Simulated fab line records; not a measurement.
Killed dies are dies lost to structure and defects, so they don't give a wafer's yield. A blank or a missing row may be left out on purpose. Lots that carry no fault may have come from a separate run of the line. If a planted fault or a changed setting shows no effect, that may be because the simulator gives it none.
Split-lot study :: flow n5_finfet :: 21 wafers read from 7 lots, route of 1938 steps

## THE SPLIT ITSELF
At N5_BEOL_M8_EXPOSE_08 (exposes mask M8), the setting dose_mj was moved away from the recipe's 68.25 on 6 of the 21 wafers read, by -3.4% to +2.5%. All remaining wafers had this setting at the recipe value.

## FROM THE SPLIT TO THE READING: what the file shows between them, 18 steps
- N5_BEOL_M8_PEB_09: peb time 60 s
- N5_BEOL_M8_DEVELOP_10: develop time 30 s
- N5_BEOL_M8_CD_MEAS_11: target cd 38.5 nm
- N5_BEOL_M8_DESCUM_16: chemistry O2, time 7.9 s
- N5_BEOL_M8_ETCH_61: etches SiARC in CF4, target depth 45.5 nm, time 75.8 s
- N5_BEOL_M8_ETCH_62: etches SOC in N2/H2, target depth 110 nm, overetch 22 nm, time 165 s
- N5_BEOL_M8_STRIP_68: strips in N2/H2
- N5_BEOL_M8_STRIP_67: strips in CF4
- N5_BEOL_M8_HM_OPEN_17: chemistry Cl2/BCl3, target TiN, target depth 20 nm, overetch 6 nm
- N5_BEOL_M8_STRIP_19: strips in O2
- N5_BEOL_M8_CD_MEAS_18: pitch 80 nm, target cd 40 nm
- N5_BEOL_M8_COAT_63: time 60 s, resist thk 60 nm
- N5_BEOL_M8_COAT_64: time 60 s, resist thk 12 nm
- N5_BEOL_M8_STRIP_80: strips in N2/H2, time 10 s
- N5_BEOL_M8_HM_STRIP_39: strips TiN in peroxide tin strip, target depth 25 nm, time 158 s
- N5_BEOL_M8_SRD_40: time 30 s
- N5_BEOL_M8_PRECLEAN_42: cleans in residue remover, time 60 s
- N5_BEOL_M8_SRD_43: time 30 s

## THE READING
cd_nm at N5_BEOL_M8_CD_MEAS_35, given in nm (cd target 40 nm). Typical for fault-free wafers on this fab line: 40.1 nm, with standard deviation 0.48 nm.

wafer: L079.1
tool, chamber at the split: arfi_scanner-03, 0
dose_mj as run: 68.25
against the recipe: recipe
cd_nm, nm: 39.9
against lot-mates on the recipe: -

wafer: L079.2
tool, chamber at the split: arfi_scanner-03, 0
dose_mj as run: 65.99
against the recipe: -3.3%
cd_nm, nm: 38.7
against lot-mates on the recipe: -1.1

wafer: L079.5
tool, chamber at the split: arfi_scanner-03, 0
dose_mj as run: 68.25
against the recipe: recipe
cd_nm, nm: 39.8
against lot-mates on the recipe: -

wafer: L081.2
tool, chamber at the split: arfi_scanner-02, 0
dose_mj as run: 68.25
against the recipe: recipe
cd_nm, nm: 39.7
against lot-mates on the recipe: -

wafer: L081.3
tool, chamber at the split: arfi_scanner-02, 0
dose_mj as run: 68.25
against the recipe: recipe
cd_nm, nm: 39.2
against lot-mates on the recipe: -

wafer: L081.6
tool, chamber at the split: arfi_scanner-02, 0
dose_mj as run: 68.25
against the recipe: recipe
cd_nm, nm: 39.6
against lot-mates on the recipe: -

wafer: L083.4
tool, chamber at the split: arfi_scanner-02, 0
dose_mj as run: 68.25
against the recipe: recipe
cd_nm, nm: 40.2
against lot-mates on the recipe: -

wafer: L083.5
tool, chamber at the split: arfi_scanner-02, 0
dose_mj as run: 66.14
against the recipe: -3.1%
cd_nm, nm: 38.9
against lot-mates on the recipe: -1.3

wafer: L083.6
tool, chamber at the split: arfi_scanner-02, 0
dose_mj as run: 66.14
against the recipe: -3.1%
cd_nm, nm: 38.1
against lot-mates on the recipe: -2.1

wafer: L089.1
tool, chamber at the split: arfi_scanner-01, 0
dose_mj as run: 68.25
against the recipe: recipe
cd_nm, nm: 40.4
against lot-mates on the recipe: -

wafer: L089.4
tool, chamber at the split: arfi_scanner-01, 0
dose_mj as run: 68.25
against the recipe: recipe
cd_nm, nm: 40.4
against lot-mates on the recipe: -

wafer: L089.6
tool, chamber at the split: arfi_scanner-01, 0
dose_mj as run: 65.94
against the recipe: -3.4%
cd_nm, nm: 38.6
against lot-mates on the recipe: -1.8

wafer: L091.1
tool, chamber at the split: arfi_scanner-03, 0
dose_mj as run: 68.25
against the recipe: recipe
cd_nm, nm: 41.2
against lot-mates on the recipe: -

wafer: L091.3
tool, chamber at the split: arfi_scanner-03, 0
dose_mj as run: 68.25
against the recipe: recipe
cd_nm, nm: 40.2
against lot-mates on the recipe: -

wafer: L091.4
tool, chamber at the split: arfi_scanner-03, 0
dose_mj as run: 69.99
against the recipe: +2.5%
cd_nm, nm: 42.4
against lot-mates on the recipe: +1.7

wafer: L094.1
tool, chamber at the split: arfi_scanner-01, 0
dose_mj as run: 68.25
against the recipe: recipe
cd_nm, nm: 40.1
against lot-mates on the recipe: -

wafer: L094.4
tool, chamber at the split: arfi_scanner-01, 0
dose_mj as run: 65.97
against the recipe: -3.3%
cd_nm, nm: 38.9
against lot-mates on the recipe: -1.1

wafer: L094.6
tool, chamber at the split: arfi_scanner-01, 0
dose_mj as run: 68.25
against the recipe: recipe
cd_nm, nm: 39.9
against lot-mates on the recipe: -

wafer: L095.1
tool, chamber at the split: arfi_scanner-03, 0
dose_mj as run: 68.25
against the recipe: recipe
cd_nm, nm: 39.3
against lot-mates on the recipe: -

wafer: L095.3
tool, chamber at the split: arfi_scanner-03, 0
dose_mj as run: 68.25
against the recipe: recipe
cd_nm, nm: 40.5
against lot-mates on the recipe: -

wafer: L095.6
tool, chamber at the split: arfi_scanner-03, 0
dose_mj as run: 68.25
against the recipe: recipe
cd_nm, nm: 40.0
against lot-mates on the recipe: -

THE FIT
A straight line over all 21 wafers: cd_nm changes by +0.507 nm for each +1% of dose_mj; r = +0.84; the points scatter about the line by 0.53 nm.
The same after taking each lot's own level away (the mean of its wafers on the recipe; 21 wafers): +0.491 nm for each +1%; r = +0.91; scatter 0.36 nm.
Per that fit: largest dose_mj move, reading shift of 1.7 nm.
The lots' own levels span 39.50 to 40.70 nm, that is 2.5 times the standard deviation above.
The two slopes agree, so the slope changes little with the lot-to-lot level.
Check: for one of the wafers moved furthest among these (-3.4%), held out of the fit, the line's prediction against its lot-mates is -1.57 nm. It came out at -1.8 nm against them.

## THE WHOLE CHAIN: every reading that the file lists as answering this split, in the file's order
step: N5_BEOL_M8_CD_MEAS_11
what it does: target cd 38.5 nm
reading: cd_nm
change (the file's fit): +0.551 nm for each +1% of the setting
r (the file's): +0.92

step: N5_BEOL_M8_ETCH_61
what it does: etches SiARC in CF4, target depth 45.5 nm, time 75.8 s
reading: BEOL_M8.cd_offset_nm (the simulator's own value, which no gauge read)
change (the file's fit): +0.49 nm for each +1% of the setting
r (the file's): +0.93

step: N5_BEOL_M8_ETCH_62
what it does: etches SOC in N2/H2, target depth 110 nm, overetch 22 nm, time 165 s
reading: BEOL_M8.cd_offset_nm (the simulator's own value, which no gauge read)
change (the file's fit): +0.508 nm for each +1% of the setting
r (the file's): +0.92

step: N5_BEOL_M8_CD_MEAS_18
what it does: pitch 80 nm, target cd 40 nm
reading: cd_nm
change (the file's fit): +0.528 nm for each +1% of the setting
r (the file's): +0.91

step: N5_BEOL_M8_CD_MEAS_35
what it does: target cd 40 nm
reading: cd_nm
change (the file's fit): +0.473 nm for each +1% of the setting
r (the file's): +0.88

## FILE'S OWN FIT
cd_nm changes by +0.473 nm for each +1% of dose_mj, r = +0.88.
